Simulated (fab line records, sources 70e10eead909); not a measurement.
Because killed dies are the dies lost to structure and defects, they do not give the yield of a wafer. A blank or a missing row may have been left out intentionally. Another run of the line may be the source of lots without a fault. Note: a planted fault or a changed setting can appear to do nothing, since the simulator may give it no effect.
Matching of chambers -- flow nand-harc -- NHARC_A_CONTACT_ETCH_102 on rie-diel-02 has 4 sister chambers
The step etches the open film in CF4/O2, target depth 70 nm, overetch 7 nm, time 38.5 s. 20 wafers are shown with their chamber, then 10 later ones without.

== WAFERS PAIRED WITH THEIR CHAMBERS ==
wafer,chamber,drypump-motor-current-A (A),showerhead-plenum-p-Torr (Torr),oes-product-au (a.u.)
L077.1,2,5.2,1.31,0.981
L077.2,3,6.3,1.34,1.012
L077.3,0,6.0,1.27,0.990
L077.4,1,5.4,1.28,1.000
L077.5,2,5.2,1.31,1.003
L077.6,1,5.4,1.29,0.999
L081.1,3,6.3,1.34,1.004
L081.2,1,5.4,1.28,0.986
L081.4,0,6.0,1.27,1.007
L087.1,3,6.3,1.33,1.003
L087.5,1,5.4,1.28,0.986
L087.6,2,5.2,1.30,0.993
L089.4,2,5.2,1.30,0.988
L089.5,1,5.4,1.28,0.994
L089.6,0,6.0,1.26,0.996
L091.1,1,5.4,1.28,0.995
L091.3,3,6.3,1.33,1.004
L091.4,0,6.1,1.26,0.983
L088.1,0,6.0,1.26,0.987
L088.3,1,5.4,1.28,0.995

SIGNATURES, as means of the wafers listed above
reading,chamber 0,chamber 1,chamber 2,chamber 3,scatter within a chamber
drypump-motor-current-A,6.020,5.400,5.200,6.300,0.0224
showerhead-plenum-p-Torr,1.2640,1.2814,1.3050,1.3350,0.00504
oes-product-au,0.99260,0.99357,0.99125,1.00575,0.00728
Rule: for a wafer and a chamber, the distance is found by dividing, reading by reading, the gap between the wafer's reading and the chamber's mean by the reading's scatter, squaring, summing and taking the root. If the next closest chamber is less than 2 further off than the closest, the wafer can't be placed; otherwise it belongs to the closest. The scatter: take each reading less its chamber's mean, square it, sum over the shown wafers, divide by the number of wafers less the number of chambers, and take the root.

== WAFERS MISSING THEIR CHAMBER ==
wafer,drypump-motor-current-A (A),showerhead-plenum-p-Torr (Torr),oes-product-au (a.u.)
L088.6,6.0,1.26,0.998
L093.1,6.3,1.33,1.011
L093.3,6.1,1.26,0.988
L093.4,5.2,1.30,1.004
L094.1,5.2,1.30,0.992
L094.2,6.1,1.26,0.994
L094.4,6.3,1.33,1.007
L095.3,6.3,1.33,1.005
L095.4,5.2,1.30,0.996
L095.6,6.3,1.33,1.017

== EACH ONE'S CHAMBER ==
wafer,from the rows above,in truth
L088.6,0,0
L093.1,3,3
L093.3,0,0
L093.4,2,2
L094.1,2,2
L094.2,0,0
L094.4,3,3
L095.3,3,3
L095.4,2,2
L095.6,3,3
Correctly placed: 10 of 10. Left unplaced by these rows: 0. 0 placed wrongly.
